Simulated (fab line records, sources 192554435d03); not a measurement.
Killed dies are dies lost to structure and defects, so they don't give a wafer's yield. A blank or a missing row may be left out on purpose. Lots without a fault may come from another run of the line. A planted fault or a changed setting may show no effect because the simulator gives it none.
fab line records | flow n5_finfet
record lots=6 wafers=17 last_day=18
route steps=1938 shown BEOL_M7@1293
lots that met no fault: from a run of the same line without faults
start_h: hours from the record's first day to the start of the lot's first wafer shown | wait_h: hours since the lot's step before | " the same as in the row above | L1.1+2: a row that stands for several wafers | - no value, or no start given | * or withheld: withheld | < > ~ a bound
route shown NAME@n: a module of which the file shows steps, and the number in the route of the first | usual: mean/standard deviation of fault-free wafers | same: alike in all rows | chamber/n: place in a boat | sites: the reading at each site | _std_site: their standard deviation | _edge_site: outer sites' mean less inner sites' | radius_mm: how far each site lies from the wafer's centre | mask NAME#n: copy n | behind: the tool/chamber that last shaped the wafer | hold: why the lot was held/for how many hours/how that ended | device: the transistor (n, p or np) that didn't switch | end of line: the same wafers' tests at the end of the route | a step without rows: its recipe alone | killed: dies lost to structure and defects at the first sort, not the wafer's yield | map: a wafer's dies, x killed, . not, _ none there
set.NAME: the setting as run; set.NAME@STEP: as run at that earlier step | model.NAME: the simulator's own value behind a step, which no gauge read
lots at some steps of the route; a table a step, a row a wafer
services: from which hour (start_h, from the record's first day; less than 0 if before it) a tool's chamber was out of use, for how many hours, and why
## steps
# step N5_BEOL_M7_EXPOSE_25
# recipe mask_id=V6 na=0.33 source_shape=annular sigma_inner=0.4 sigma_outer=0.8 polarization=unpolarized target_cd_nm=40 dose_mj=42.5
# step N5_BEOL_M7_PEB_26
# recipe peb_temp_c=100 peb_time_s=60 resist=CAR-EUV
# step N5_BEOL_M7_DEVELOP_27
# recipe develop_time_s=30 developer=TMAH resist=CAR-EUV rinse_liquid=surfactant_rinse dry=air_spin dev_temp_c=23
# step N5_BEOL_M7_CD_MEAS_28
# recipe target_cd_nm=40 landing_energy_ev=500 detector=se_inlens
# usual cd_nm=40.09/0.21
# same landing_energy_ev=500
# columns lot.wafer tool chamber start_h wait_h cd_nm
L622.1 cd_sem-03 0 207.42 - 40.04
L622.2 " 0 " " 40.30
L622.5 " 0 " " 39.91
L631.1 cd_sem-02 0 281.54 - 39.95
L631.3 " 0 " " 39.91
L631.6 " 0 " " 40.00
L635.1 cd_sem-03 0 312.33 - 40.31
L635.2 " 0 " " 40.17
L634.1 cd_sem-02 0 315.80 - 40.31
L634.3 " 0 " " 39.91
L634.4 " 0 " " 40.11
L639.1 cd_sem-01 0 339.36 - 39.89
L639.3 " 0 " " 39.76
L639.4 " 0 " " 40.13
L643.2 cd_sem-01 0 352.99 - 40.17
L643.3 " 0 " " 40.08
L643.4 " 0 " " 39.72
# step N5_BEOL_M7_OVL_MEAS_29
# recipe points_per_wafer=522
# usual V6_OVL=0.3/0.62
# columns lot.wafer tool chamber start_h wait_h V6_OVL[nm]
L622.1 overlay-02 0 207.45 0.0 0.5
L622.2 " 0 " " 0.7
L622.5 " 0 " " 0.6
L631.1 overlay-02 0 281.57 0.0 0.2
L631.3 " 0 " " -0.4
L631.6 " 0 " " 0.3
L635.1 overlay-02 0 312.36 0.0 -0.1
L635.2 " 0 " " 0.0
L634.1 overlay-02 0 315.83 0.0 -0.4
L634.3 " 0 " " 0.6
L634.4 " 0 " " -0.4
L639.1 overlay-01 0 339.39 0.0 0.4
L639.3 " 0 " " 0.1
L639.4 " 0 " " 0.2
L643.2 overlay-02 0 353.03 0.0 1.3
L643.3 " 0 " " 0.8
L643.4 " 0 " " 0.6
# step N5_BEOL_M7_INSPECT_30
# recipe mode=adi inspect_instrument=brightfield
# usual raw_defect_count=400/87
# columns lot.wafer tool chamber start_h wait_h raw_defect_count
L622.1 defect_inspect-01 - 207.51 0.1 395
L622.2 " - " " 330
L622.5 " - " " 432
L631.1 defect_inspect-01 - 281.63 0.1 496
L631.3 " - " " 551
L631.6 " - " " 444
L635.1 defect_inspect-01 - 312.42 0.1 253
L635.2 " - " " 267
L634.1 defect_inspect-02 - 315.89 0.1 271
L634.3 " - " " 362
L634.4 " - " " 351
L639.1 defect_inspect-01 - 339.45 0.1 413
L639.3 " - " " 416
L639.4 " - " " 388
L643.2 defect_inspect-02 - 353.08 0.0 337
L643.3 " - " " 314
L643.4 " - " " 413
# step N5_BEOL_M7_DESCUM_33
# recipe chemistry=O2 time_s=7 source_power_w=50 bias_power_w=20 pressure_mtorr=20 rf_frequency_hz=2.712e+07 temp_c=40 resist=CAR-EUV o2_flow_sccm=225
# usual drypump_motor_current_A=5.8/0.7 oes_product_au=0.75/0.058 rf_vpp_V=242.9/1.2 showerhead_plenum_p_Torr=2.07/0.057 throttle_valve_pct=20.32/0.19
# columns lot.wafer tool chamber start_h wait_h drypump_motor_current_A oes_product_au rf_hours_counter_h rf_vpp_V showerhead_plenum_p_Torr throttle_valve_pct
L622.1 rie_diel-04 0 207.54 0.0 5.3 0.72 197 244.2 2.17 20.35
L622.2 " 3 " " 6.8 0.84 70 242.3 2.04 20.35
L622.5 " 3 " " 6.7 0.83 - 242.5 2.04 20.35
L631.1 rie_diel-03 2 281.98 0.4 6.6 0.74 202 242.6 2.00 20.61
L631.3 " 3 " " 6.5 0.71 227 242.7 2.04 20.32
L631.6 " 0 " " 6.4 0.78 - 244.3 2.10 20.23
L635.1 rie_diel-03 2 312.60 0.2 6.6 0.73 210 240.4 2.00 20.64
L635.2 " 0 " " 6.4 0.76 126 243.1 2.09 20.24
L634.1 rie_diel-03 2 316.17 0.3 6.6 0.73 211 240.8 2.00 20.64
L634.3 " 3 " " 6.5 0.70 237 243.2 2.03 20.31
L634.4 " 1 " " 5.4 0.80 78 242.6 2.12 19.96
L639.1 rie_diel-01 2 340.13 0.7 5.2 0.68 208 242.9 2.06 20.09
L639.3 " 0 " " 5.6 0.77 163 243.1 2.10 20.59
L639.4 " 1 " " 4.9 0.68 241 241.9 1.97 20.44
L643.2 rie_diel-04 2 353.21 0.1 6.5 0.82 70 241.5 2.05 20.31
L643.3 " 3 " " 6.7 0.79 110 242.2 2.03 20.40
L643.4 " 0 " " 5.3 0.69 234 242.2 2.16 20.42
# step N5_BEOL_M7_ETCH_72
# recipe chemistry=N2/H2 target=underlayer target_depth_a=65 mask_material=CAR-EUV time_s=5.2 ion_energy_ev=200 pressure_mtorr=30 source_w=840 bias_w=150 n2_flow_sccm=200 h2_flow_sccm=200 ends=cleared
# usual drypump_motor_current_A=5.8/0.7 etch_rf_on_time_s=5.29/0.13 oes_product_au=0.64/0.047 rf_vpp_V=523.2/2.2 showerhead_plenum_p_Torr=2.51/0.075 throttle_valve_pct=17.77/0.22
# columns lot.wafer tool chamber start_h wait_h drypump_motor_current_A etch_rf_on_time_s oes_product_au rf_hours_counter_h rf_vpp_V showerhead_plenum_p_Torr throttle_valve_pct
L622.1 rie_diel-04 0 207.58 0.0 5.4 5.36 0.61 197 525.3 2.64 17.81
L622.2 " 3 " " 6.7 5.19 0.70 70 522.5 2.47 17.78
L622.5 " 3 " " 6.8 5.20 0.70 - 520.3 2.47 17.78
L631.1 rie_diel-03 2 282.02 0.0 6.6 5.29 0.62 202 519.6 2.41 17.99
L631.3 " 3 " " 6.5 5.18 0.60 227 523.0 2.52 18.05
L631.6 " 0 " " 6.4 5.62 0.65 - 523.3 2.56 17.76
L635.1 rie_diel-03 2 312.64 0.0 6.6 5.21 0.62 210 520.3 2.41 17.97
L635.2 " 0 " " 6.4 5.57 0.64 126 523.7 2.55 17.78
L634.1 rie_diel-03 2 316.20 0.0 6.6 5.19 0.62 211 518.2 2.40 17.98
L634.3 " 3 " " 6.4 5.09 0.61 237 521.3 2.51 18.08
L634.4 " 1 " " 5.4 5.30 0.67 78 525.7 2.57 17.30
L639.1 rie_diel-01 2 340.16 0.0 5.2 5.32 0.59 208 520.5 2.52 17.69
L639.3 " 0 " " 5.6 5.06 0.65 163 523.0 2.54 17.88
L639.4 " 1 " " 4.9 5.43 0.57 241 519.3 2.39 17.97
L643.2 rie_diel-04 2 353.24 0.0 6.5 5.33 0.68 70 522.3 2.46 17.45
L643.3 " 3 " " 6.7 5.19 0.67 110 522.4 2.45 17.86
L643.4 " 0 " " 5.4 5.33 0.59 234 527.3 2.62 17.89
# step N5_BEOL_M7_ETCH_65
# recipe chemistry=CF4 target=SiARC target_depth_a=156 mask_material=CAR-EUV time_s=26 ion_energy_ev=80 pressure_mtorr=40 source_w=545 bias_w=36 Ar_flow_sccm=100 cf4_flow_sccm=100 ends=cleared
# usual drypump_motor_current_A=5.8/0.7 etch_rf_on_time_s=26.5/0.67 oes_product_au=0.64/0.048 rf_vpp_V=183.7/1 showerhead_plenum_p_Torr=2.12/0.053 throttle_valve_pct=15.54/0.19
# columns lot.wafer tool chamber start_h wait_h drypump_motor_current_A etch_rf_on_time_s oes_product_au rf_hours_counter_h rf_vpp_V showerhead_plenum_p_Torr throttle_valve_pct
L622.1 rie_diel-04 0 207.59 0.0 5.4 26.7 0.60 197 184.1 2.19 15.55
L622.2 " 3 " " 6.7 26.3 0.70 70 183.8 2.09 15.52
L622.5 " 3 " " 6.7 26.2 0.70 - 183.3 2.09 15.51
L631.1 rie_diel-03 2 282.03 0.0 6.6 26.3 0.63 202 184.1 2.04 15.76
L631.3 " 3 " " 6.5 25.7 0.61 227 182.8 2.11 15.70
L631.6 " 0 " " 6.4 27.4 0.65 - 183.1 2.14 15.41
L635.1 rie_diel-03 2 312.66 0.0 6.6 26.2 0.62 210 182.2 2.04 15.77
L635.2 " 0 " " 6.4 27.9 0.64 126 184.5 2.14 15.43
L634.1 rie_diel-03 2 316.22 0.0 6.6 26.2 0.62 211 184.0 2.04 15.77
L634.3 " 3 " " 6.5 25.5 0.61 237 181.3 2.10 15.74
L634.4 " 1 " " 5.3 26.1 0.69 78 184.9 2.16 15.18
L639.1 rie_diel-01 2 340.18 0.0 5.2 27.3 0.58 208 184.1 2.13 15.48
L639.3 " 0 " " 5.6 25.4 0.66 163 183.7 2.16 15.84
L639.4 " 1 " " 4.9 27.5 0.57 241 182.5 2.03 15.77
L643.2 rie_diel-04 2 353.26 0.0 6.5 26.9 0.69 70 182.7 2.07 15.30
L643.3 " 3 " " 6.7 26.0 0.66 110 183.3 2.08 15.59
L643.4 " 0 " " 5.3 26.5 0.58 234 185.4 2.18 15.61
# step N5_BEOL_M7_ETCH_66
# recipe chemistry=N2/H2 target=SOC target_depth_a=800 overetch_a=160 mask_material=SiARC temp_c=40 time_s=120 ion_energy_ev=200 pressure_mtorr=30 source_w=840 bias_w=150 n2_flow_sccm=200 h2_flow_sccm=200
# usual drypump_motor_current_A=5.8/0.7 oes_product_au=0.58/0.042 rf_vpp_V=523.0/2 run_length_s=143.3/0.42 showerhead_plenum_p_Torr=2.51/0.075 throttle_valve_pct=17.73/0.22
# columns lot.wafer tool chamber start_h wait_h drypump_motor_current_A oes_product_au rf_hours_counter_h rf_vpp_V run_length_s showerhead_plenum_p_Torr throttle_valve_pct
L622.1 rie_diel-04 0 207.62 0.0 5.4 0.54 197 527.7 142.9 2.64 17.78
L622.2 " 3 " " 6.7 0.63 70 521.9 143.2 2.47 17.74
L622.5 " 3 " " 6.8 0.63 - 522.5 143.4 2.47 17.75
L631.1 rie_diel-03 2 282.06 0.0 6.7 0.57 202 520.9 143.3 2.41 17.94
L631.3 " 3 " " 6.5 0.54 227 523.4 143.2 2.52 18.00
L631.6 " 0 " " 6.4 0.61 - 524.3 144.2 2.55 17.70
L635.1 rie_diel-03 2 312.68 0.0 6.6 0.56 211 519.4 143.2 2.40 17.95
L635.2 " 0 " " 6.4 0.60 126 523.2 143.9 2.55 17.72
L634.1 rie_diel-03 2 316.24 0.0 6.6 0.57 211 521.1 143.4 2.40 17.96
L634.3 " 3 " " 6.4 0.54 237 522.3 143.1 2.51 18.03
L634.4 " 1 " " 5.3 0.62 78 524.8 144.1 2.57 17.27
L639.1 rie_diel-01 2 340.21 0.0 5.2 0.54 208 521.4 143.0 2.52 17.65
L639.3 " 0 " " 5.6 0.58 163 523.6 143.4 2.54 17.83
L639.4 " 1 " " 4.9 0.52 241 518.8 143.4 2.39 17.93
L643.2 rie_diel-04 2 353.29 0.0 6.5 0.61 70 520.7 142.6 2.46 17.40
L643.3 " 3 " " 6.7 0.60 110 520.5 143.2 2.45 17.80
L643.4 " 0 " " 5.3 0.53 234 525.5 143.2 2.62 17.85
# step N5_BEOL_M7_STRIP_69
# recipe chemistry=N2/H2 temp_c=40 n2_flow_sccm=200 h2_flow_sccm=200 rf_frequency_hz=6e+07
# step N5_BEOL_M7_STRIP_73
# recipe chemistry=N2/H2 temp_c=40 n2_flow_sccm=200 h2_flow_sccm=200 rf_frequency_hz=6e+07
# step N5_BEOL_M7_VIA_ETCH_34
# recipe chemistry=C4F6/O2 target=SiCOH_lowk target_depth_a=1255 mask_material=SOC taper_deg=4 time_s=50.5 ion_energy_ev=250 pressure_mtorr=30 source_w=345 bias_w=185 Ar_flow_sccm=300 C4F6_flow_sccm=10 O2_flow_sccm=10
# usual drypump_motor_current_A=5.8/0.71 oes_ar_750_au=0.75/0.054 oes_o_777_au=0.75/0.059 oes_product_au=0.75/0.057 rf_vpp_V=665/16 run_length_s=73.9/0.39 showerhead_plenum_p_Torr=2.81/0.071 throttle_valve_pct=20.77/0.18
# columns lot.wafer tool chamber start_h wait_h drypump_motor_current_A oes_ar_750_au oes_o_777_au oes_product_au rf_hours_counter_h rf_vpp_V run_length_s showerhead_plenum_p_Torr throttle_valve_pct model.etch.depth_nm model.SOC_of_BEOL_M7_COAT_63.thk_nm
L622.1 rie_diel-04 0 207.72 0.0 5.3 0.71 0.70 0.71 197 683 73.8 2.92 20.70 123.5 53.8
L622.2 " 3 " " 6.8 0.81 0.79 0.82 70 686 73.9 2.77 20.77 125.4 54
L622.5 " 3 " " 6.8 0.81 0.80 0.82 - 687 73.7 2.77 20.75 124.7 54
L631.1 rie_diel-03 2 282.16 0.0 6.6 0.74 0.76 0.73 202 634 73.8 2.71 20.99 123.2 54
L631.3 " 3 " " 6.4 0.71 0.71 0.71 227 645 73.8 2.79 20.80 125.2 54
L631.6 " 0 " " 6.4 0.77 0.77 0.76 - 661 74.8 2.83 20.58 119.6 54.2
L635.1 rie_diel-03 2 312.78 0.0 6.6 0.73 0.75 0.72 211 635 70.2 2.71 21.01 114 54.2
L635.2 " 0 " " 6.4 0.75 0.75 0.75 126 662 74.4 2.83 20.60 119.2 54.2
L634.1 rie_diel-03 2 316.35 0.0 6.6 0.74 0.75 0.72 211 635 70.2 2.71 21.00 114.5 54.4
L634.3 " 3 " " 6.5 0.70 0.71 0.70 237 644 73.8 2.78 20.83 125.8 54
L634.4 " 1 " " 5.3 0.80 0.79 0.80 78 653 74.2 2.88 20.43 122.7 54
L639.1 rie_diel-01 2 340.31 0.0 5.2 0.69 0.67 0.68 208 674 73.6 2.83 20.68 119.9 54.2
L639.3 " 0 " " 5.6 0.77 0.79 0.76 163 664 74.2 2.86 21.09 126.4 53.6
L639.4 " 1 " " 4.9 0.68 0.66 0.67 241 674 73.6 2.70 20.98 120.6 54
L643.2 rie_diel-04 2 353.39 0.0 6.4 0.80 0.80 0.81 70 681 73.8 2.77 20.61 124.3 53.8
L643.3 " 3 " " 6.7 0.77 0.76 0.78 110 687 74.1 2.75 20.83 126.2 53.8
L643.4 " 0 " " 5.4 0.68 0.68 0.69 234 684 73.4 2.90 20.76 124.2 54
# step N5_BEOL_M7_STRIP_76
# recipe chemistry=C4F6/O2 resist=SiARC rf_frequency_hz=6e+07
## services
# columns tool chamber start_h hours kind
rie_diel-01 0 192.03 15.2 repair
rie_diel-01 3 199.51 13.7 repair
rie_diel-01 1 203.97 4.9 repair
rie_diel-01 3 233.71 4.6 repair
rie_diel-03 - 247.81 0.9 repair
rie_diel-03 1 292.57 11.4 repair
rie_diel-04 - 307.34 1.1 repair
rie_diel-03 3 329.30 4.3 repair
rie_diel-04 3 332.64 7.5 repair
rie_diel-04 0 334.08 6.7 repair
rie_diel-03 3 348.00 1.3 repair
## key
first_sign step=N5_BEOL_M7_VIA_ETCH_34 reading=run_length_s direction=down sigmas=9.4 usual=* struck=*
effect none on later readings
model_effect step=N5_BEOL_M7_VIA_ETCH_34 value=etch.depth_nm without=123 struck=114.2
met_at N5_BEOL_M7_VIA_ETCH_34
struck_wafers L634.1,L635.1
onset_between 282.16 312.78
fault kind=process_parameter_drift tool=rie_diel-03 chamber=- onset_h=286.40 steps=N5_BEOL_M7_VIA_ETCH_34 channel=time_s offset=* shape=step end_h=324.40 scope=struck_wafers_only acts_in=* stated=*
